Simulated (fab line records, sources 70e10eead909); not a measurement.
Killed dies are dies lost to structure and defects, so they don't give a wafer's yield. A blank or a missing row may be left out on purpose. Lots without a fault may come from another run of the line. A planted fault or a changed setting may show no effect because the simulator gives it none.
Which tool did it? | flow nand_harc | 13 lots, 36 wafers sampled, at 5 steps of a route of 1159

WHAT THE GAUGES READ, wafer by wafer
NHARC_END_SORT_01. Usual: killed_at_array 26, standard deviation 11; killed_at_other 0.6, standard deviation 1; killed_at_periphery 3.1, standard deviation 2.1; killed_dies 30, standard deviation 11; killed_open 3.4, standard deviation 1.8; killed_short 2.1, standard deviation 1.5.
lot  | measured     | on        | killed_at_array | killed_at_other | killed_at_periphery | killed_dies | killed_open | killed_short | flag
L200 | day 24 10:36 | prober-01 | 24 19           | 1 0             | 51 38               | 76 57       | 7 3         | 4 0          | OFF

WHICH TOOL RAN EACH LOT (tool, then ch and the chambers of the sampled wafers, then the start)
lot  | NHARC_P_CONTACT_ETCH_36           | NHARC_P_CONTACT_CVD_23                   | NHARC_P_M0_ANNEAL_30             | NHARC_P_M1_ETCH_35
L183 | rie_diel-12 ch 0,3, day 6 08:32   | cvd_w-01 ch 0,1, day 6 14:50 or earlier  | rtp_anneal-02 ch 0, day 6 14:50  | rie_diel-13 ch 1,2, day 6 17:08
L182 | rie_diel-12 ch 0,1,3, day 6 14:56 | cvd_w-01 ch 0,1, day 6 23:09 or earlier  | rtp_anneal-01 ch 0, day 6 23:09  | rie_diel-13 ch 0,3, day 7 01:29
L186 | rie_diel-02 ch 0,2,3, day 6 19:58 | cvd_w-02 ch 0,1, day 7 02:13 or earlier  | rtp_anneal-02 ch 0, day 7 02:13  | rie_diel-13 ch 0,2,3, day 7 04:36
L185 | rie_diel-02 ch 1,2, day 6 21:05   | cvd_w-02 ch 0,1, day 7 02:59 or earlier  | rtp_anneal-01 ch 0, day 7 02:59  | rie_diel-01 ch 1,2,3, day 7 05:22
L189 | rie_diel-12 ch 0,1,2, day 7 15:44 | cvd_w-01 ch 0,1, day 7 21:28 or earlier  | rtp_anneal-02 ch 0, day 7 21:28  | rie_diel-13 ch 0,1,2, day 7 23:54
L191 | rie_diel-02 ch 2,3, day 8 01:46   | cvd_w-02 ch 0,1, day 8 10:40 or earlier  | rtp_anneal-02 ch 0, day 8 10:40  | rie_diel-01 ch 0,3, day 8 12:58
L193 | rie_diel-12 ch 0,2, day 8 17:53   | cvd_w-02 ch 0,1, day 9 04:40 or earlier  | rtp_anneal-02 ch 0, day 9 04:40  | rie_diel-13 ch 2,3, day 9 07:06
L192 | rie_diel-12 ch 0,1,2, day 8 20:15 | cvd_w-01 ch 0,1, day 9 05:39 or earlier  | rtp_anneal-02 ch 0, day 9 05:39  | rie_diel-08 ch 0,1,3, day 9 08:08
L194 | rie_diel-07 ch 1,2, day 9 06:55   | cvd_w-02 ch 0,1, day 9 23:25 or earlier  | rtp_anneal-01 ch 0, day 9 23:25  | rie_diel-08 ch 0,1, day 10 01:51
L195 | rie_diel-07 ch 0,1,2, day 9 13:20 | cvd_w-02 ch 0,1, day 10 00:17 or earlier | rtp_anneal-01 ch 0, day 10 00:17 | rie_diel-13 ch 0,2, day 10 02:47
L200 | rie_diel-12 ch 1,2, day 10 17:03  | cvd_w-01 ch 1, day 10 22:38 or earlier   | rtp_anneal-02 ch 0, day 10 22:38 | rie_diel-13 ch 0,2, day 11 01:05
L202 | rie_diel-12 ch 3, day 10 23:55    | cvd_w-02 ch 0,1, day 11 09:16 or earlier | rtp_anneal-02 ch 0, day 11 09:16 | rie_diel-13 ch 1,3, day 11 11:36
L203 | rie_diel-12 ch 2,3, day 11 09:07  | cvd_w-01 ch 0,1, day 11 17:18 or earlier | rtp_anneal-01 ch 0, day 11 17:18 | rie_diel-01 ch 2, day 11 19:52
- NHARC_P_CONTACT_ETCH_36: etches the open film in N2/H2, target depth 260 nm, time 406.25 s.
- NHARC_P_CONTACT_CVD_23: deposits W, target thk 200 nm, time 557 s.
- NHARC_P_M0_ANNEAL_30: time 90 s.
- NHARC_P_M1_ETCH_35: etches the open film in N2/H2, target depth 40 nm, overetch 12 nm, time 43.94 s.

WHAT THE TOOLS THEMSELVES READ (means of the sampled wafers that have a number; where no wafer has one, the mark that the record gives instead)
NHARC_P_CONTACT_ETCH_36. Usual: drypump_motor_current_A 5.8 A, standard deviation 0.57; mfc_ar_sccm 0.009 sccm, standard deviation 0.013; oes_product_au 1.004 a.u., standard deviation 0.011; rf_vpp_V 429.9 V, standard deviation 2.8; showerhead_plenum_p_Torr 2.02 Torr, standard deviation 0.098; throttle_valve_pct 14.171 %, standard deviation 0.0084.
lot  | tool        | drypump_motor_current_A (A) | mfc_ar_sccm (sccm) | oes_product_au (a.u.) | rf_vpp_V (V) | showerhead_plenum_p_Torr (Torr) | throttle_valve_pct (%) | flag
L183 | rie_diel-12 | 5.8                         | 0.003              | 1.011                 | 428.0        | 1.92                            | 14.171                 |
L182 | rie_diel-12 | 6.2                         | 0.012              | 1.016                 | 427.3        | 1.94                            | 14.169                 |
L186 | rie_diel-02 | 5.7                         | 0.000              | 0.988                 | 429.8        | 2.04                            | 14.166                 |
L185 | rie_diel-02 | 5.8                         | 0.023              | 0.992                 | 431.8        | 2.11                            | 14.176                 |
L189 | rie_diel-12 | 6.0                         | 0.012              | 1.015                 | 430.0        | 2.02                            | 14.170                 |
L191 | rie_diel-02 | 5.8                         | 0.000              | 0.987                 | 432.7        | 2.09                            | 14.169                 |
L193 | rie_diel-12 | 6.1                         | 0.005              | 1.005                 | 429.3        | 2.00                            | 14.171                 |
L192 | rie_diel-12 | 6.0                         | 0.012              | 1.013                 | 429.7        | 2.02                            | 14.179                 |
L194 | rie_diel-07 | 5.7                         | 0.000              | 0.995                 | 429.4        | 2.00                            | 14.168                 |
L195 | rie_diel-07 | 6.0                         | 0.011              | 1.001                 | 429.3        | 2.01                            | 14.173                 |
L200 | rie_diel-12 | 5.6                         | 0.015              | 0.887                 | 430.9        | 2.06                            | 14.168                 | OFF
L202 | rie_diel-12 | 5.4                         | 0.000              | 0.956                 | 426.8        | 1.91                            | 14.168                 | OFF
L203 | rie_diel-12 | 5.1                         | 0.000              | 0.945                 | 430.4        | 2.02                            | 14.170                 | OFF

NHARC_P_CONTACT_CVD_23. Usual: heater_power_w 488 W, standard deviation 59; mfc_ar_sccm 1559 sccm, standard deviation 4.9; mfc_h2_sccm 1600 sccm, standard deviation 4.3; susceptor_temp_C 299.99 C, standard deviation 0.23; throttle_valve_pct 7.8 %, standard deviation 0.32.
lot  | tool     | heater_power_w (W) | mfc_ar_sccm (sccm) | mfc_h2_sccm (sccm) | susceptor_temp_C (C) | throttle_valve_pct (%) | flag
L183 | cvd_w-01 | 471                | 1563               | 1598               | 299.96               | 7.5                    |
L182 | cvd_w-01 | 463                | 1558               | 1602               | 299.70               | 7.6                    |
L186 | cvd_w-02 | 471                | 1560               | 1595               | 300.28               | 7.5                    |
L185 | cvd_w-02 | 520                | 1559               | 1601               | -                    | 7.8                    | OFF
L189 | cvd_w-01 | 477                | 1555               | 1601               | 300.02               | 7.4                    |
L191 | cvd_w-02 | 473                | 1560               | 1603               | 299.84               | 7.6                    |
L193 | cvd_w-02 | 529                | 1560               | 1604               | 299.78               | 7.9                    |
L192 | cvd_w-01 | 469                | 1562               | 1596               | 300.06               | 7.5                    |
L194 | cvd_w-02 | 481                | 1561               | 1602               | 299.91               | 7.9                    |
L195 | cvd_w-02 | 479                | 1553               | 1597               | -                    | 7.8                    | OFF
L200 | cvd_w-01 | 476                | 1567               | 1598               | 300.10               | 7.5                    |
L202 | cvd_w-02 | 512                | 1558               | 1602               | 300.05               | 7.8                    |
L203 | cvd_w-01 | 480                | 1555               | 1603               | 300.02               | 7.6                    |

NHARC_P_M0_ANNEAL_30. Usual: anneal_temp_c_max 226.27, standard deviation 0.29; wafer_temp_C_max 226.3, standard deviation 0.44.
lot  | tool          | anneal_temp_c_max | wafer_temp_C_max | flag
L183 | rtp_anneal-02 | 226.44            | 226.6            |
L182 | rtp_anneal-01 | 225.75            | 225.9            |
L186 | rtp_anneal-02 | 226.48            | 226.5            |
L185 | rtp_anneal-01 | 226.28            | 225.9            |
L189 | rtp_anneal-02 | 226.22            | 226.6            |
L191 | rtp_anneal-02 | 226.57            | 226.6            |
L193 | rtp_anneal-02 | 226.22            | 226.1            |
L192 | rtp_anneal-02 | 226.26            | 226.4            |
L194 | rtp_anneal-01 | 226.26            | 226.0            |
L195 | rtp_anneal-01 | 226.21            | 225.9            |
L200 | rtp_anneal-02 | 225.94            | 226.5            |
L202 | rtp_anneal-02 | 226.34            | 226.9            |
L203 | rtp_anneal-01 | 225.96            | 225.9            |

NHARC_P_M1_ETCH_35. Usual: drypump_motor_current_A 5.6 A, standard deviation 0.46; mfc_ar_sccm 0.013 sccm, standard deviation 0.014; oes_product_au 0.995 a.u., standard deviation 0.014; rf_vpp_V 430.8 V, standard deviation 2.4; showerhead_plenum_p_Torr 2.05 Torr, standard deviation 0.085; throttle_valve_pct 14.170 %, standard deviation 0.0093.
lot  | tool        | drypump_motor_current_A (A) | mfc_ar_sccm (sccm) | oes_product_au (a.u.) | rf_vpp_V (V) | showerhead_plenum_p_Torr (Torr) | throttle_valve_pct (%) | flag
L183 | rie_diel-13 | 5.3                         | 0.000              | 0.984                 | 432.9        | 2.12                            | 14.170                 |
L182 | rie_diel-13 | 5.4                         | 0.027              | 1.001                 | 432.2        | 2.08                            | 14.187                 |
L186 | rie_diel-13 | 5.4                         | 0.018              | 1.002                 | 432.1        | 2.12                            | 14.171                 |
L185 | rie_diel-01 | 5.9                         | 0.017              | 0.985                 | 428.7        | 1.99                            | 14.167                 |
L189 | rie_diel-13 | 5.5                         | 0.009              | 0.986                 | 432.1        | 2.09                            | 14.185                 |
L191 | rie_diel-01 | 5.3                         | 0.006              | 1.019                 | 430.7        | 2.05                            | 14.167                 |
L193 | rie_diel-13 | 5.2                         | 0.009              | 0.999                 | 432.9        | 2.14                            | 14.166                 |
L192 | rie_diel-08 | 5.9                         | 0.020              | 1.000                 | 429.4        | 2.06                            | 14.175                 |
L194 | rie_diel-08 | 5.6                         | 0.028              | 1.003                 | 431.3        | 2.08                            | 14.164                 |
L195 | rie_diel-13 | 5.5                         | 0.009              | 0.994                 | 433.3        | 2.16                            | 14.162                 |
L200 | rie_diel-13 | 5.6                         | 0.013              | 0.988                 | 433.6        | 2.15                            | 14.169                 |
L202 | rie_diel-13 | 5.2                         | 0.013              | 0.986                 | 430.2        | 2.01                            | 14.162                 |
L203 | rie_diel-01 | 6.6                         | 0.006              | 0.987                 | 431.4        | 2.04                            | 14.162                 |

THE ANSWER, worked out from the rows above alone
Rule: a lot is off if the mean of its wafers that have a number lies more than 3 standard deviations from the usual mean. A lot without any number at a reading at which 4 lots or more have one is off too. The other lots that the step has rows for count as sound. The gauges are gone through in route order, then the tools' own readings, and for those a lot's mean is taken as printed above. The first step at which some lot is off is used, and at that step the reading that is off furthest; a lot without a number counts as furthest.
Off: L200, at NHARC_END_SORT_01 (killed_at_periphery). Neither off nor sound, because the step has no rows for them: L183, L182, L186, L185, L189, L191, L193, L192, L194, L195, L202, L203.
A tool fits if, at a process step before that reading, it ran every lot that is off, and no sound lot after the first of them. The gauges at NHARC_END_SORT_01 aren't tried: what is off there is off at NHARC_P_CONTACT_ETCH_36 too, on other tools, and a gauge's error can't cause that. NHARC_P_CONTACT_CVD_23 gives no start for some lots, so the hours and the order of its lots are those of NHARC_P_M0_ANNEAL_30. Can't be told from this: 4 tools fit, rie_diel-12 at NHARC_P_CONTACT_ETCH_36, cvd_w-01 at NHARC_P_CONTACT_CVD_23, rtp_anneal-02 at NHARC_P_M0_ANNEAL_30, rie_diel-13 at NHARC_P_M1_ETCH_35.

WHAT THE SIMULATOR HAD PUT IN
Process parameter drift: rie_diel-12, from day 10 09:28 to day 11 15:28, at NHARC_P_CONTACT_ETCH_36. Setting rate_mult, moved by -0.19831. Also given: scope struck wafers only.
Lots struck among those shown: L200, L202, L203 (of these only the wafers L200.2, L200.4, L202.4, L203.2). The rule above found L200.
